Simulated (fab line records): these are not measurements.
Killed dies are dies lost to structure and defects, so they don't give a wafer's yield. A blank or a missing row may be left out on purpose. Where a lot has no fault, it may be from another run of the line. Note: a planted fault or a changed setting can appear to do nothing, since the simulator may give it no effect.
fab line records + flow nand-harc
[record]
- lots = 5
- wafers = 15
- last-day = 24
route steps=1159 shown P_GATE@185 END@1159
lots that met no fault: from a run of the same line without faults
start-h: the number of hours between the record's first day and the start of the first shown wafer of the lot + wait-h: hours since the lot's step before + " repeats the value in the row above + L1.1+2: a row that stands for several wafers + - either no value or no given start + * or withheld: withheld + < > ~ a bound
route shown NAME@n: a module of which the file shows steps, and the number in the route of the first + usual: mean and standard deviation over wafers with no fault + same: alike in all rows + chamber/n: place in a boat + sites: the reading at each site + _std_site: the standard deviation of these + _edge_site: the outer-site mean with the inner-site mean subtracted + radius-mm: how far each site lies from the wafer's centre + mask NAME#n: copy n + behind: tool/chamber where the wafer was last shaped + hold: why the lot went on hold/how many hours it stayed there/how the hold came to an end + device: which transistor (n, p or np) failed to switch + end of line: the same wafers' tests at the end of the route + a step given without rows: its recipe and nothing more + killed: not the wafer's yield, but the dies lost to structure and defects at the first sort + map: per-die view of a wafer (x killed, . not killed, _ where there is no die)
set.NAME: the setting that was run; set.NAME@STEP: the one run at that earlier step + model.NAME: the simulator's own value behind a step, which no gauge read
a table for each step, a row for each wafer; lots at some steps of the route
services: the hour from which a tool's chamber was out of use, counted from the record's first day as start-h (under 0 if before that day), plus the number of hours and why
[[steps]]
[step NHARC_P_GATE_CD_MEAS_59]
[recipe]
- target-cd-nm = 720
- landing-energy-ev = 500
[usual]
- cd-nm = 720.3/1.7
| lot.wafer | tool      | chamber | start-h | wait-h | cd-nm |
|-----------|-----------|---------|---------|--------|-------|
| L337.2    | cd-sem-02 | 0       | 116.19  | -      | 719.0 |
| L337.5    | "         | 0       | "       | "      | 721.2 |
| L337.6    | "         | 0       | "       | "      | 720.4 |
| L339.1    | cd-sem-03 | 0       | 124.74  | -      | 721.5 |
| L339.5    | "         | 0       | "       | "      | 718.8 |
| L339.6    | "         | 0       | "       | "      | 718.3 |
| L344.3    | cd-sem-03 | 0       | 152.96  | -      | 718.8 |
| L344.4    | "         | 0       | "       | "      | 722.8 |
| L344.6    | "         | 0       | "       | "      | 722.2 |
| L349.1    | cd-sem-02 | 0       | 181.84  | -      | 720.7 |
| L349.3    | "         | 0       | "       | "      | 721.1 |
| L349.6    | "         | 0       | "       | "      | 718.9 |
| L359.1    | cd-sem-03 | 0       | 235.41  | -      | 719.6 |
| L359.3    | "         | 0       | "       | "      | 721.5 |
| L359.5    | "         | 0       | "       | "      | 719.4 |
[step NHARC_P_GATE_HARDBAKE_60]
[recipe]
- temp-c = 125
- time-s = 80
[step NHARC_P_GATE_DESCUM_61]
[recipe]
- time-s = 3
- o2-flow-sccm = 200
- ar-flow-sccm = 0
- bias-power-w = 0
- chemistry = O2
[usual]
- drypump-motor-current-A = 5.91/0.22
- oes-product-au = 0.997/0.009
- rf-vpp-V = 57.7/0.95
- showerhead-plenum-p-Torr = 1.89/0.091
- throttle-valve-pct = 11.311/0.0093
| lot.wafer | tool        | chamber | start-h | wait-h | drypump-motor-current-A | oes-product-au | rf-hours-counter-h | rf-vpp-V | showerhead-plenum-p-Torr | throttle-valve-pct |
|-----------|-------------|---------|---------|--------|-------------------------|----------------|--------------------|----------|--------------------------|--------------------|
| L337.2    | rie-diel-07 | 3       | 116.35  | -      | 5.71                    | 0.996          | 13                 | 58.7     | 1.83                     | 11.308             |
| L337.5    | "           | 3       | "       | "      | 5.74                    | 0.992          | -                  | 56.5     | 1.83                     | 11.320             |
| L337.6    | "           | 0       | "       | "      | 6.00                    | 0.994          | -                  | 56.9     | 1.96                     | 11.304             |
| L339.1    | rie-diel-07 | 2       | 124.95  | -      | 5.96                    | 1.010          | 12                 | 57.4     | 1.83                     | 11.332             |
| L339.6    | "           | 3       | "       | "      | 5.72                    | 0.998          | -                  | 56.8     | 1.83                     | 11.323             |
| L339.5    | "           | 0       | "       | "      | 5.94                    | 1.014          | -                  | 58.8     | 1.96                     | 11.313             |
| L344.4    | rie-diel-07 | 1       | 153.14  | -      | 5.68                    | 0.979          | 15                 | 60.1     | 2.06                     | 11.313             |
| L344.3    | "           | 2       | "       | "      | 5.97                    | 1.005          | 17                 | 56.2     | 1.83                     | 11.312             |
| L344.6    | "           | 3       | "       | "      | 5.71                    | 1.004          | -                  | 57.3     | 1.83                     | 11.304             |
| L349.1    | rie-diel-07 | 0       | 182.01  | -      | 5.96                    | 1.000          | 21                 | 57.9     | 1.96                     | 11.308             |
| L349.3    | "           | 2       | "       | "      | 5.92                    | 0.997          | 20                 | 57.1     | 1.83                     | 11.308             |
| L349.6    | "           | 0       | "       | "      | 5.98                    | 1.006          | -                  | 57.8     | 1.96                     | 11.316             |
| L359.1    | rie-diel-03 | 2       | 235.58  | -      | 6.27                    | 1.014          | 3                  | 57.7     | 1.79                     | 11.327             |
| L359.3    | "           | 0       | "       | "      | 5.82                    | 0.998          | 5                  | 57.5     | 1.90                     | 11.298             |
| L359.5    | "           | 1       | "       | "      | 6.05                    | 1.005          | -                  | 57.4     | 1.77                     | 11.299             |
[step NHARC_P_GATE_IMPLANT_62]
[recipe]
- energy-kev = 20
- dose-cm2 = 3e+15
- tilt-deg = 7
[step NHARC_P_GATE_STRIP_112]
[recipe]
- power-w = 1500
- temp-c = 110
- time-s = 200
- chemistry = N2/H2
[usual]
- drypump-motor-current-A = 5.64/0.28
- heater-power-w = 94/7.9
| lot.wafer | tool            | chamber | start-h | wait-h | drypump-motor-current-A | heater-power-w | rf-hours-counter-h |
|-----------|-----------------|---------|---------|--------|-------------------------|----------------|--------------------|
| L337.2    | plasma-asher-01 | 0       | 116.76  | 0.2    | 5.95                    | 83             | 3                  |
| L337.5    | "               | 1       | "       | "      | 5.45                    | 93             | -                  |
| L337.6    | "               | 0       | "       | "      | 5.95                    | 82             | -                  |
| L339.1    | plasma-asher-02 | 0       | 125.34  | 0.2    | 5.26                    | 95             | 38                 |
| L339.6    | "               | 1       | "       | "      | 5.91                    | 103            | -                  |
| L339.5    | "               | 0       | "       | "      | 5.27                    | 95             | -                  |
| L344.4    | plasma-asher-01 | 0       | 154.15  | 0.8    | 5.96                    | 83             | -                  |
| L344.3    | "               | 1       | "       | "      | 5.45                    | 96             | -                  |
| L344.6    | "               | 1       | "       | "      | 5.46                    | 97             | -                  |
| L349.1    | plasma-asher-01 | 1       | 182.41  | 0.2    | 5.44                    | 98             | 32                 |
| L349.3    | "               | 1       | "       | "      | 5.45                    | 97             | -                  |
| L349.6    | "               | 1       | "       | "      | 5.44                    | 99             | -                  |
| L359.1    | plasma-asher-02 | 1       | 235.93  | 0.2    | 5.89                    | 105            | 13                 |
| L359.3    | "               | 1       | "       | "      | 5.90                    | 107            | -                  |
| L359.5    | "               | 1       | "       | "      | 5.89                    | 107            | -                  |
[step NHARC_P_GATE_STRIP_76]
[recipe]
- power-w = 1500
- temp-c = 250
- chemistry = O2
[usual]
- drypump-motor-current-A = 5.64/0.28
- heater-power-w = 352/30
| lot.wafer | tool            | chamber | start-h | wait-h | drypump-motor-current-A | heater-power-w | rf-hours-counter-h |
|-----------|-----------------|---------|---------|--------|-------------------------|----------------|--------------------|
| L337.2    | plasma-asher-01 | 0       | 116.99  | 0.2    | 5.95                    | 307            | 3                  |
| L337.5    | "               | 1       | "       | "      | 5.45                    | 363            | -                  |
| L337.6    | "               | 0       | "       | "      | 5.95                    | 307            | -                  |
| L339.1    | plasma-asher-02 | 0       | 125.57  | 0.2    | 5.29                    | 354            | 38                 |
| L339.6    | "               | 1       | "       | "      | 5.86                    | 386            | -                  |
| L339.5    | "               | 0       | "       | "      | 5.27                    | 350            | -                  |
| L344.4    | plasma-asher-01 | 0       | 154.35  | 0.2    | 5.94                    | 309            | -                  |
| L344.3    | "               | 1       | "       | "      | 5.45                    | 369            | -                  |
| L344.6    | "               | 1       | "       | "      | 5.45                    | 364            | -                  |
| L349.1    | plasma-asher-01 | 1       | 182.63  | 0.2    | 5.45                    | 381            | 32                 |
| L349.3    | "               | 1       | "       | "      | 5.44                    | 372            | -                  |
| L349.6    | "               | 1       | "       | "      | 5.44                    | 367            | -                  |
| L359.1    | plasma-asher-02 | 1       | 236.20  | 0.2    | 5.83                    | 394            | 14                 |
| L359.3    | "               | 1       | "       | "      | 5.85                    | 400            | -                  |
| L359.5    | "               | 1       | "       | "      | 5.85                    | 402            | -                  |
[step NHARC_P_GATE_STRIP_63]
[recipe]
- time-s = 900
- temp-c = 130
- chemistry = SPM
[step NHARC_P_GATE_DEHYDRATE_83]
[recipe]
- temp-c = 150
- time-s = 120
[step NHARC_P_GATE_HMDS_84]
[recipe]
- time-s = 30
[step NHARC_P_GATE_COAT_85]
[recipe]
- spin-rpm = 3000
[step NHARC_P_GATE_SOFTBAKE_86]
[recipe]
- temp-c = 122
- time-s = 95
[step NHARC_P_GATE_EBR_87]
[step NHARC_P_GATE_EXPOSE_88]
[recipe]
- na = 0.6
- target-cd-nm = 2000
- dose-mj = 11.87
- mask-id = P_HVN
| lot.wafer  | tool           | chamber | start-h | wait-h | mask       |
|------------|----------------|---------|---------|--------|------------|
| L337.2+5+6 | krf-scanner-02 | 0       | 117.76  | -      | P_HVN#0    |
| L339.1+5+6 | krf-scanner-03 | 0       | 126.34  | -      | P_HVN#0    |
| L344.3+4+6 | krf-scanner-02 | 0       | 154.97  | -      | P_HVN_R1#0 |
| L349.1+3+6 | krf-scanner-03 | 0       | 183.39  | -      | P_HVN#0    |
| L359.1+3+5 | krf-scanner-03 | 0       | 236.99  | -      | P_HVN#0    |
[step NHARC_P_GATE_PEB_89]
[recipe]
- peb-temp-c = 118
- peb-time-s = 85
[step NHARC_P_GATE_DEVELOP_90]
[recipe]
- time-s = 70
[step NHARC_P_GATE_CD_MEAS_91]
[recipe]
- target-cd-nm = 2000
- landing-energy-ev = 500
[usual]
- cd-nm = 2000.2/1.6
| lot.wafer | tool      | chamber | start-h | wait-h | hold                     | cd-nm  |
|-----------|-----------|---------|---------|--------|--------------------------|--------|
| L337.2    | cd-sem-03 | 0       | 117.91  | -      | -                        | 1999.5 |
| L337.5    | "         | 0       | "       | "      | -                        | 2002.0 |
| L337.6    | "         | 0       | "       | "      | -                        | 2001.9 |
| L339.1    | cd-sem-03 | 0       | 126.50  | -      | -                        | 2001.9 |
| L339.5    | "         | 0       | "       | "      | -                        | 2001.9 |
| L339.6    | "         | 0       | "       | "      | -                        | 2000.5 |
| L344.3    | cd-sem-03 | 0       | 155.12  | -      | await-dispo/0.2h/release | 1894.8 |
| L344.4    | "         | 0       | "       | "      | await-dispo/0.2h/release | 1895.9 |
| L344.6    | "         | 0       | "       | "      | await-dispo/0.2h/release | 1895.5 |
| L344.3    | cd-sem-03 | 0       | -       | -      | -                        | 1894.7 |
| L344.4    | "         | 0       | "       | "      | -                        | 1895.8 |
| L344.6    | "         | 0       | "       | "      | -                        | 1894.9 |
| L349.1    | cd-sem-01 | 0       | 183.54  | -      | -                        | 2002.8 |
| L349.3    | "         | 0       | "       | "      | -                        | 2001.1 |
| L349.6    | "         | 0       | "       | "      | -                        | 2001.0 |
| L359.1    | cd-sem-03 | 0       | 237.14  | -      | -                        | 1997.3 |
| L359.3    | "         | 0       | "       | "      | -                        | 1996.6 |
| L359.5    | "         | 0       | "       | "      | -                        | 1997.6 |
[step NHARC_END_SORT_01]
[recipe]
- temp-c = 25
[usual]
- defect-limited-yield = 95.4/1.4
- killed-at-array = 27/9.3
- killed-at-other = 0.9/1.3
- killed-at-periphery = 3.6/2.7
- killed-dies = 31/9.7
- killed-open = 3.3/1.8
- killed-short = 2.0/1.5
- sort_bin_2_pct = 1.4/0.63
- sort_bin_3_pct = 0.25/0.21
- sort_bin_4_pct = 2.9/0.93
- sort-n-pass = 646/9.7
- sort-rim-yield-pct = 95/3.1
- sort-yield-pct = 95.4/1.4
[same]
- gross-dies = 677
- sort_bin_5_pct[%] = 0
- sort_bin_6_pct[%] = 0
- sort_bin_7_pct[%] = 0
- sort_bin_8_pct[%] = 0
- sort-rim-n-gross = 106.00
| lot.wafer | tool      | chamber | start-h | wait-h | defect-limited-yield[%] | killed-at-array | killed-at-other | killed-at-periphery | killed-dies | killed-open | killed-short | sort_bin_2_pct[%] | sort_bin_3_pct[%] | sort_bin_4_pct[%] | sort-n-pass | sort-rim-yield-pct[%] | sort-yield-pct[%] |
|-----------|-----------|---------|---------|--------|-------------------------|-----------------|-----------------|---------------------|-------------|-------------|--------------|-------------------|-------------------|-------------------|-------------|-----------------------|-------------------|
| L337.2    | prober-01 | 0       | 463.07  | 2.8    | 93.5                    | 32              | 0               | 12                  | 44          | 2           | 2            | 1.5               | 0.44              | 4.6               | 633         | 93                    | 93.5              |
| L337.5    | prober-01 | 0       | 465.46  | 3.7    | 93.8                    | 35              | 1               | 6                   | 42          | 3           | 3            | 1.6               | 0                 | 4.6               | 635         | 92                    | 93.8              |
| L337.6    | prober-01 | 0       | 466.25  | 4.0    | 93.8                    | 29              | 0               | 13                  | 42          | 4           | 1            | 2.2               | 0.44              | 3.5               | 635         | 93                    | 93.8              |
| L339.1    | prober-01 | 0       | 470.11  | 2.5    | 96.5                    | 21              | 1               | 2                   | 24          | 1           | 1            | 1.3               | 0                 | 2.2               | 653         | 92                    | 96.5              |
| L339.5    | prober-01 | 0       | 473.32  | 3.7    | 96.2                    | 20              | 1               | 5                   | 26          | 4           | 2            | 1.3               | 0.44              | 2.1               | 651         | 93                    | 96.2              |
| L339.6    | prober-01 | 0       | 474.12  | 4.0    | 97.2                    | 16              | 0               | 3                   | 19          | 3           | 2            | 1.2               | 0                 | 1.6               | 658         | 93                    | 97.2              |
// killed by level:class
L337.2 A_SLIT:chamber-film-flake=11 A_CHANNEL_HOLE_D1:chamber-film-flake=10 P_CONTACT:chamber-film-flake=6 A_CONTACT:chamber-film-flake=6 A_STAIRCASE:chamber-film-flake=3 P_M1:chamber-film-flake=2 P_STI:geometric-particle:short=1 P_GATE:geometric-particle:open=1
L337.5 A_CHANNEL_HOLE_D1:chamber-film-flake=13 A_SLIT:chamber-film-flake=9 A_STAIRCASE:chamber-film-flake=5 A_CONTACT:chamber-film-flake=4 P_CONTACT:chamber-film-flake=3 P_M1:chamber-film-flake=2 P_CONTACT:geometric-particle:open=1 A_SGD_CUT:geometric-particle:open=1
L337.6 A_CHANNEL_HOLE_D1:chamber-film-flake=11 P_M1:chamber-film-flake=7 A_STAIRCASE:chamber-film-flake=6 A_SLIT:chamber-film-flake=6 P_CONTACT:chamber-film-flake=5 A_CONTACT:geometric-particle:open=2 A_WL_FILL:chamber-film-flake=2 P_CONTACT:geometric-particle:open=1
L339.1 A_CHANNEL_HOLE_D1:chamber-film-flake=13 A_STAIRCASE:chamber-film-flake=6 P_CONTACT:geometric-particle:open=1 A_CHANNEL_FILL_D1:geometric-particle:short=1 P_GATE:chamber-film-flake=1 A_CONTACT:chamber-film-flake=1 THIN_TSV:chamber-film-flake=1
L339.5 A_CHANNEL_HOLE_D1:chamber-film-flake=15 A_STAIRCASE:chamber-film-flake=3 P_M0:geometric-particle:open=2 P_GATE:geometric-particle:short=1 P_CONTACT:geometric-particle:open=1 A_CHANNEL_FILL_D1:geometric-particle:short=1 A_CONTACT:geometric-particle:open=1 P_ZERO_WELL:chamber-film-flake=1
L339.6 A_CHANNEL_HOLE_D1:chamber-film-flake=9 P_STI:chamber-film-flake=2 A_ONON_D1:geometric-particle:short=1 A_CHANNEL_FILL_D1:geometric-particle:short=1 A_CONTACT:geometric-particle:open=1 A_BLC:geometric-particle:open=1 A_M0:geometric-particle:open=1 P_CONTACT:chamber-film-flake=1
[[services]]
| tool            | chamber | start-h | hours | kind       |
|-----------------|---------|---------|-------|------------|
| plasma-asher-01 | -       | 99.00   | 9.0   | pm         |
| plasma-asher-01 | 0       | 99.00   | 9.0   | vent-cycle |
| plasma-asher-01 | 1       | 99.00   | 9.0   | vent-cycle |
| plasma-asher-02 | -       | 102.70  | 3.0   | repair     |
| plasma-asher-01 | 0       | 108.00  | -     | clean      |
| plasma-asher-01 | 1       | 108.00  | -     | clean      |
| rie-diel-07     | 0       | 109.22  | -     | clean      |
| rie-diel-07     | 1       | 109.22  | -     | clean      |
| rie-diel-07     | 2       | 113.00  | 2.9   | repair     |
| krf-scanner-02  | -       | 134.55  | 1.8   | repair     |
| plasma-asher-02 | -       | 138.23  | 22.2  | repair     |
| krf-scanner-03  | -       | 147.32  | 4.8   | repair     |
| plasma-asher-01 | -       | 147.85  | 1.6   | repair     |
| krf-scanner-03  | -       | 168.00  | 4.0   | pm         |
| krf-scanner-02  | -       | 175.57  | 0.9   | repair     |
| plasma-asher-02 | -       | 183.12  | 9.0   | pm         |
| krf-scanner-03  | -       | 194.12  | 3.7   | repair     |
| rie-diel-07     | 3       | 195.50  | 2.0   | repair     |
| krf-scanner-02  | -       | 199.97  | 7.7   | repair     |
| krf-scanner-02  | -       | 210.00  | 4.0   | pm         |
| rie-diel-03     | -       | 215.30  | 9.0   | pm         |
| rie-diel-07     | -       | 224.97  | 0.5   | repair     |
| krf-scanner-03  | -       | 227.94  | 1.8   | repair     |
| rie-diel-07     | -       | 228.53  | 9.0   | pm         |
[[key]]
[first-sign]
- step = NHARC_P_GATE_EXPOSE_88
- reading = mask
- direction = changed
[effect]
- step = NHARC_P_GATE_CD_MEAS_91
- reading = visit
- direction = added
[effect]
- step = NHARC_P_GATE_CD_MEAS_91
- reading = cd-nm
- direction = down
- sigmas = 67
- usual = 2000.2
- struck = 1895.4
met-at NHARC_P_GATE_EXPOSE_88
struck-wafers L344.3,L344.4,L344.6
scrapped-behind NHARC_P_GATE_CD_MEAS_91 L344.3,L344.4,L344.6
onset-between 117.76 154.97
[fault]
- kind = wrong-mask
- tool = any
- chamber = -
- onset-h = 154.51
- steps = NHARC_P_GATE_EXPOSE_88
- aux-copy = P_HVN_R1#0
- cd-offset-nm = -104.54
- scope = struck-lots-only
